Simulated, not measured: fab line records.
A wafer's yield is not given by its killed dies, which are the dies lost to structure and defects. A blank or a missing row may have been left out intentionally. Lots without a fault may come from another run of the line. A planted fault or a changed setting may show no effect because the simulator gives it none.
Chamber matching ; flow nand_harc ; 3 sister chambers for NHARC_A_STAIRCASE_DEP_417 on pecvd-04
The step deposits Si3N4, target thk 60 nm. 14 wafers are shown with their chamber, then 7 later ones without.

WAFERS, EACH WITH ITS CHAMBER
wafer;chamber;heater_power_w (W)
L076.1;2;676
L076.2;1;811
L076.3;0;707
L076.4;2;670
L076.5;0;734
L076.6;1;803
L078.1;2;744
L078.2;0;740
L078.5;2;757
L080.1;0;837
L080.4;1;802
L080.6;0;853
L079.3;2;771
L079.5;2;765

SIGNATURES, as means of the wafers listed above
reading;chamber 0;chamber 1;chamber 2;scatter within a chamber
heater_power_w;774.20;805.33;730.50;50.3
Rule: for each reading, subtract the chamber's mean from the wafer's reading, divide by that reading's scatter and square the result; add these up over the readings and take the root, which gives the wafer's distance from the chamber. The wafer belongs to the nearest chamber; if the next one is less than 2 further off, it can't be placed. How the scatter is found: for the shown wafers, subtract from each reading the mean of its chamber, square and add these, divide the total by (wafers less chambers), then take the root.

WAFERS WHOSE CHAMBER IS MISSING
wafer;heater_power_w (W)
L079.6;842
L085.1;751
L085.5;835
L085.6;723
L088.2;823
L088.4;786
L088.6;737

WHICH CHAMBER EACH ONE RAN IN
wafer;from the rows above;in truth
L079.6;can't be placed: 1 or 0 or 2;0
L085.1;can't be placed: 2 or 0 or 1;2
L085.5;can't be placed: 1 or 0 or 2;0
L085.6;can't be placed: 2 or 0 or 1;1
L088.2;can't be placed: 1 or 0 or 2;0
L088.4;can't be placed: 0 or 1 or 2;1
L088.6;can't be placed: 2 or 0 or 1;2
0 of 7 placed correctly. From these rows, 7 cannot be placed; in 7 the true chamber is one of the candidates. Number placed wrongly: 0.
